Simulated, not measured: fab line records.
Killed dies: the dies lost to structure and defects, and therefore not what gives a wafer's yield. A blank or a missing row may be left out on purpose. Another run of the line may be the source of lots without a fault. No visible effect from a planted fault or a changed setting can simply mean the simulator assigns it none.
Matching of chambers    flow n5 finfet    3 sister chambers for N5_BEOL_M11_CURE_72 on uv cure-02
The step cures SiCOH lowk, time 120 s. 16 wafers are shown with their chamber, then 8 later ones without.

WAFERS PAIRED WITH THEIR CHAMBERS
wafer   chamber  wafer_temp_C_max  lamp power pct (%)
L074.3  0        370.6             52.35
L074.4  0        371.4             52.33
L074.5  0        370.9             52.32
L080.2  0        371.6             52.26
L080.4  0        371.5             52.40
L080.6  0        371.0             52.29
L084.1  0        371.4             52.29
L084.3  0        372.0             52.34
L084.6  0        371.5             52.30
L090.2  1        372.0             52.27
L090.3  1        371.0             52.24
L090.5  1        371.1             52.38
L091.1  2        372.1             52.37
L091.3  2        373.2             52.40
L091.5  2        372.2             52.34
L096.1  1        372.1             52.40

SIGNATURES, as means of the wafers listed above
reading           chamber 0  chamber 1  chamber 2  scatter within a chamber
wafer_temp_C_max  371.322    371.550    372.500    0.493
lamp power pct    52.3200    52.3225    52.3700    0.0513
Rule: for each reading, subtract the chamber's mean from the wafer's reading, divide by that reading's scatter and square the result; add these up over the readings and take the root, which gives the wafer's distance from the chamber. The wafer belongs to the nearest chamber; if the next one is less than 2 further off, it can't be placed. The scatter is the square root of a quotient: the sum, over the shown wafers, of each reading's squared deviation from its chamber's mean, divided by wafers minus chambers.

WAFERS WITH NO CHAMBER GIVEN
wafer   wafer_temp_C_max  lamp power pct (%)
L096.5  371.7             52.23
L096.6  371.4             52.25
L097.1  371.5             52.24
L097.3  371.7             52.36
L097.4  371.2             52.33
L097.2  371.2             52.30
L097.5  371.4             52.33
L097.6  371.5             52.35

THE CHAMBER EACH PASSED THROUGH
wafer   from the rows above           in truth
L096.5  can't be placed: 1 or 0 or 2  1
L096.6  can't be placed: 0 or 1 or 2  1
L097.1  can't be placed: 0 or 1 or 2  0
L097.3  can't be placed: 1 or 0 or 2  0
L097.4  can't be placed: 0 or 1       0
L097.2  can't be placed: 0 or 1       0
L097.5  can't be placed: 0 or 1       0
L097.6  can't be placed: 1 or 0 or 2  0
Correctly placed: 0 of 8. Cannot be placed on the basis of these rows: 8; the candidates contain the true chamber in 8. Placed wrongly: 0.
